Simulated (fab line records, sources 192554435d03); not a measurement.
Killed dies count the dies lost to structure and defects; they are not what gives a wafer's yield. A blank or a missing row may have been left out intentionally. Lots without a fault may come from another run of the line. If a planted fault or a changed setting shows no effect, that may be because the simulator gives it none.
fab line records | flow n5-finfet
[record] lots = 11 wafers = 32 last-day = 17
route steps=1938 shown BEOL_M6@1262 BEOL_M7@1264
lots that met no fault: taken from a fault-free run of the same line
start-h: the number of hours between the record's first day and the start of the first shown wafer of the lot | wait-h: how many hours have passed since the lot's step before this one | " unchanged from the row above | L1.1+2: several wafers, shown together as one row | - either no value or no given start | * or withheld: withheld | < > ~ a bound
route shown NAME@n: a module of which the file shows steps, and the number in the route of the first | usual: mean and standard deviation over wafers with no fault | same: alike in all rows | chamber/n: place in a boat | sites: the reading at each site | _std_site: how widely they spread, as a standard deviation | _edge_site: outer sites' mean less inner sites' | radius-mm: for every site, how far away it sits from the centre of the wafer | mask NAME#n: copy n | behind: the last tool/chamber to shape the wafer | hold: why the lot went on hold/how many hours it stayed there/how the hold came to an end | device: which transistor (n, p or np) failed to switch | end of line: tests of these same wafers at the route's end | a step without rows: its recipe alone | killed: at the first sort, the dies lost to defects and structure; wafer yield is something else | map: per-die view of a wafer (x killed, . not killed, _ where there is no die)
set.NAME: setting as actually run; set.NAME@STEP: the setting as run at that earlier step | model.NAME: the simulator's own value behind a step, which no gauge read
a sample of lots followed through the steps of the route, with each step as a table and each wafer as a row
services: from which hour (start-h, from the record's first day; less than 0 if before it) a tool's chamber was out of use, for how many hours, and why
[[steps]]
[step N5_BEOL_M6_INSPECT_58]
[recipe] inspect-instrument = darkfield mode = post-dep
[usual] raw-defect-count = 65/22
// columns lot.wafer tool chamber start-h wait-h raw-defect-count
L394.1 defect-inspect-02 - 176.93 0.0 78
L394.4 " - " " 102
L394.6 " - " " 43
L395.1 defect-inspect-01 - 190.68 0.0 77
L395.2 " - " " 44
L395.4 " - " " 62
L398.1 defect-inspect-02 - 199.13 0.0 97
L398.3 " - " " 79
L398.5 " - " " 103
L397.2 defect-inspect-02 - 203.66 0.0 86
L397.3 " - " " 76
L397.4 " - " " 67
L396.1 defect-inspect-02 - 204.38 0.0 70
L396.3 " - " " 47
L396.5 " - " " 58
L400.2 defect-inspect-01 - 217.98 0.0 96
L400.4 " - " " 67
L400.5 " - " " 62
L401.1 defect-inspect-02 - 228.35 0.0 28
L401.5 " - " " 42
L401.6 " - " " 39
L403.2 defect-inspect-01 - 229.91 0.0 41
L403.4 " - " " 48
L403.6 " - " " 56
L402.1 defect-inspect-01 - 234.67 0.0 39
L402.4 " - " " 37
L402.6 " - " " 46
L411.1 defect-inspect-01 - 291.57 0.0 57
L411.5 " - " " 76
L416.1 defect-inspect-02 - 317.48 0.0 56
L416.4 " - " " 67
L416.5 " - " " 95
[step N5_BEOL_M7_CURE_74]
[recipe] temp-c = 385 time-s = 240 ambient = He/Ar material = SiCOH_lowk
[usual] lamp-power-pct = 52.31/0.053 wafer_temp_C_max = 386.9/0.53
// columns lot.wafer tool chamber start-h wait-h lamp-power-pct wafer_temp_C_max
L394.1 uv-cure-01 0 177.04 0.0 52.28 386.7
L394.4 " 0 " " 52.38 387.6
L394.6 " 0 " " 52.26 387.1
L395.1 uv-cure-02 2 190.78 0.0 52.30 386.8
L395.2 " 2 " " 52.30 386.5
L395.4 " 2 " " 52.32 387.2
L398.1 uv-cure-02 2 199.23 0.0 52.24 386.6
L398.3 " 2 " " 52.30 386.3
L398.5 " 2 " " 52.34 386.6
L397.2 uv-cure-02 1 203.90 0.2 52.40 386.3
L397.3 " 1 " " 52.36 386.8
L397.4 " 1 " " 52.23 386.8
L396.1 uv-cure-03 1 204.48 0.0 52.32 387.7
L396.3 " 1 " " 52.31 387.7
L396.5 " 1 " " 52.37 387.0
L400.2 uv-cure-03 0 218.16 0.1 52.36 387.4
L400.4 " 0 " " 52.23 387.0
L400.5 " 0 " " 52.22 386.8
L401.1 uv-cure-02 2 228.45 0.0 52.26 386.9
L401.5 " 2 " " 52.19 386.9
L401.6 " 2 " " 52.30 386.7
L403.2 uv-cure-02 0 230.17 0.2 52.26 386.6
L403.4 " 0 " " 52.31 386.3
L403.6 " 0 " " 52.20 386.3
L402.1 uv-cure-01 2 234.77 0.0 52.28 386.6
L402.4 " 2 " " 52.27 387.0
L402.6 " 2 " " 52.36 386.8
L411.1 uv-cure-01 2 291.74 0.1 52.28 387.1
L411.5 " 2 " " 52.32 387.2
L416.1 uv-cure-03 0 317.58 0.0 52.20 387.1
L416.4 " 0 " " 52.34 387.7
L416.5 " 0 " " 52.23 387.0
[step N5_BEOL_M7_STRIP_19]
[recipe] chemistry = O2 power-w = 400 temp-c = 40 pressure-mtorr = 30 rf-frequency-hz = 6e+07 bias-power-w = 0 overash-fraction = 0.2 o2-flow-sccm = 225
[usual] drypump-motor-current-A = 5.83/0.22 o2-flow-sccm = 225.1/0.63 oes-product-au = 0.79/0.094 rf-vpp-V = 3.7/0.59 showerhead-plenum-p-Torr = 2.11/0.09 throttle-valve-pct = 16.77/0.24
// columns lot.wafer tool chamber start-h wait-h drypump-motor-current-A o2-flow-sccm oes-product-au rf-hours-counter-h rf-vpp-V showerhead-plenum-p-Torr throttle-valve-pct
L394.1 rie-diel-05 1 181.78 0.2 5.67 226.6 0.69 241 3.5 2.08 16.80
L394.4 " 0 " " 5.81 224.3 0.69 226 4.2 2.07 17.11
L394.6 " 3 " " 6.01 225.6 0.76 - 3.5 2.01 16.86
L395.1 rie-diel-03 1 193.41 0.1 5.56 224.2 0.75 179 4.2 2.01 16.81
L395.2 " 2 " " 5.70 225.0 0.75 158 3.5 2.19 16.89
L395.4 " 2 " " 5.73 225.2 0.75 - 3.0 2.19 16.85
L398.1 rie-diel-03 2 202.07 0.1 5.71 224.6 0.75 161 3.8 2.19 16.86
L398.3 " 3 " " 5.78 225.4 0.99 2 3.2 2.24 16.35
L398.5 " 3 " " 5.78 225.0 0.99 - 4.1 2.24 16.35
L397.2 rie-diel-04 3 205.57 0.1 6.21 224.7 0.75 183 2.9 2.08 16.96
L397.3 " 1 " " 6.01 224.9 0.85 86 3.6 2.03 16.41
L397.4 " 2 " " 5.60 224.9 0.92 5 4.4 2.23 16.30
L396.1 rie-diel-03 2 208.24 0.1 5.70 225.0 0.76 163 3.8 2.19 16.90
L396.3 " 3 " " 5.78 225.0 0.96 4 4.4 2.24 16.35
L396.5 " 1 " " 5.56 224.6 0.74 - 3.2 2.01 16.84
L400.2 rie-diel-03 3 219.87 0.1 5.81 225.3 0.95 8 3.8 2.24 16.37
L400.4 " 0 " " 6.25 224.1 0.72 192 3.9 2.09 17.00
L400.5 " 2 " " 5.71 224.6 0.75 - 4.7 2.19 16.88
L401.1 rie-diel-03 1 230.86 0.1 5.59 226.6 0.73 188 3.4 2.01 16.81
L401.5 " 1 " " 5.58 225.5 0.74 - 2.6 2.01 16.84
L401.6 " 2 " " 5.73 225.0 0.75 - 4.2 2.19 16.89
L403.2 rie-diel-05 2 231.98 0.1 5.81 225.3 0.85 74 3.1 2.23 16.84
L403.4 " 3 " " 6.01 224.9 0.74 - 2.2 2.00 16.88
L403.6 " 0 " " 5.80 225.5 0.68 - 3.0 2.06 17.14
L402.1 rie-diel-05 2 237.34 0.1 5.80 225.2 0.85 76 4.5 2.23 16.80
L402.4 " 0 " " 5.80 225.5 0.67 245 4.7 2.06 17.13
L402.6 " 1 " " 5.68 225.2 0.99 - 2.6 2.07 16.34
L411.1 rie-diel-03 0 295.09 0.1 6.29 225.6 0.69 217 3.2 2.08 17.05
L411.5 " 3 " " 5.80 224.0 0.89 - 3.8 2.23 16.43
L416.1 rie-diel-05 0 321.60 0.1 5.80 224.8 0.91 15 2.9 2.06 16.72
L416.4 " 3 " " 5.99 225.7 0.72 194 4.2 2.00 16.93
L416.5 " 3 " " 5.99 224.2 0.72 - 3.0 2.00 16.94
[step N5_BEOL_M7_EXPOSE_25]
[recipe] mask-id = V6 na = 0.33 source-shape = annular sigma-inner = 0.4 sigma-outer = 0.8 polarization = unpolarized target-cd-nm = 40 dose-mj = 42.5
// columns lot.wafer tool chamber start-h wait-h mask
L394.1+4+6 euv-scanner-02 0 182.15 - V6#0
L395.1+2+4 euv-scanner-01 0 193.78 - V6#0
L398.1+3+5 euv-scanner-01 0 202.33 - V6#0
L397.2+3+4 euv-scanner-02 0 207.17 - V6#0
L396.1+3+5 euv-scanner-01 0 208.92 - V6#0
L400.2+4+5 euv-scanner-01 0 220.30 - V6#0
L401.1+5+6 euv-scanner-01 0 231.10 - V6#0
L403.2+4+6 euv-scanner-01 0 232.23 - V6#0
L402.1+4+6 euv-scanner-02 0 239.01 - V6#0
L411.1+5 euv-scanner-01 0 302.21 - V6#0
L416.1+4+5 euv-scanner-02 0 326.65 - V6#0
[step N5_BEOL_M7_CD_MEAS_28]
[recipe] target-cd-nm = 40 landing-energy-ev = 500 detector = se-inlens
[usual] cd-nm = 39.96/0.27
// columns lot.wafer tool chamber start-h wait-h cd-nm
L394.1 cd-sem-01 0 182.28 - 39.97
L394.4 " 0 " " 39.90
L394.6 " 0 " " 39.74
L395.1 cd-sem-01 0 193.91 - 40.25
L395.2 " 0 " " 39.90
L395.4 " 0 " " 39.92
L398.1 cd-sem-02 0 202.46 - 40.02
L398.3 " 0 " " 40.31
L398.5 " 0 " " 39.48
L397.2 cd-sem-01 0 207.30 - 39.93
L397.3 " 0 " " 39.35
L397.4 " 0 " " 40.00
L396.1 cd-sem-01 0 209.06 - 40.10
L396.3 " 0 " " 39.75
L396.5 " 0 " " 39.73
L400.2 cd-sem-01 0 220.42 - 40.10
L400.4 " 0 " " 40.19
L400.5 " 0 " " 40.05
L401.1 cd-sem-02 0 231.23 - 39.82
L401.5 " 0 " " 39.90
L401.6 " 0 " " 40.42
L403.2 cd-sem-01 0 232.35 - 39.94
L403.4 " 0 " " 40.06
L403.6 " 0 " " 39.76
L402.1 cd-sem-02 0 239.14 - 39.96
L402.4 " 0 " " 39.97
L402.6 " 0 " " 40.37
L411.1 cd-sem-01 0 302.35 - 39.72
L411.5 " 0 " " 38.55
L416.1 cd-sem-03 0 326.78 - 40.24
L416.4 " 0 " " 40.40
L416.5 " 0 " " 40.18
[[services]]
// columns tool chamber start-h hours kind
rie-diel-05 2 156.09 5.9 repair
rie-diel-03 - 158.81 0.4 repair
euv-scanner-02 - 159.04 1.0 pm
euv-scanner-01 - 179.60 1.0 pm
euv-scanner-02 - 185.52 5.8 pm
uv-cure-01 - 189.10 0.4 repair
euv-scanner-01 - 195.35 0.2 repair
euv-scanner-02 - 215.19 1.0 pm
rie-diel-04 - 234.11 1.7 repair
euv-scanner-01 - 235.79 1.0 pm
uv-cure-01 - 237.49 3.4 pm
rie-diel-04 0 248.92 19.3 repair
uv-cure-03 - 258.84 0.5 repair
rie-diel-05 - 261.73 0.6 repair
rie-diel-05 - 266.08 0.8 repair
euv-scanner-02 - 268.43 4.6 pm
rie-diel-04 1 276.61 5.4 repair
rie-diel-04 - 281.45 0.4 repair
euv-scanner-01 - 284.84 4.6 pm
rie-diel-05 1 290.76 9.6 repair
euv-scanner-01 - 291.90 1.0 pm
euv-scanner-01 - 303.68 12.0 pm
rie-diel-03 1 318.53 5.0 repair
euv-scanner-01 - 321.44 3.6 repair
[[key]]
[first-sign] step = N5_BEOL_M7_CD_MEAS_28 reading = cd-nm direction = down sigmas = 5.2 usual = 39.96 struck = 38.55
effect none on later readings
met-at N5_BEOL_M7_EXPOSE_25
struck-lots L411
struck-wafers L411.5
not-acting-at N5_BEOL_M6_INSPECT_58,N5_BEOL_M7_CURE_74,N5_BEOL_M7_STRIP_19
onset-between 232.23 302.21
[fault] kind = process-parameter-drift tool = euv-scanner-01 chamber = - onset-h = 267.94 steps = N5_BEOL_M7_EXPOSE_25 channel = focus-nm offset = 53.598 shape = step end-h = 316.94 scope = struck-wafers-only
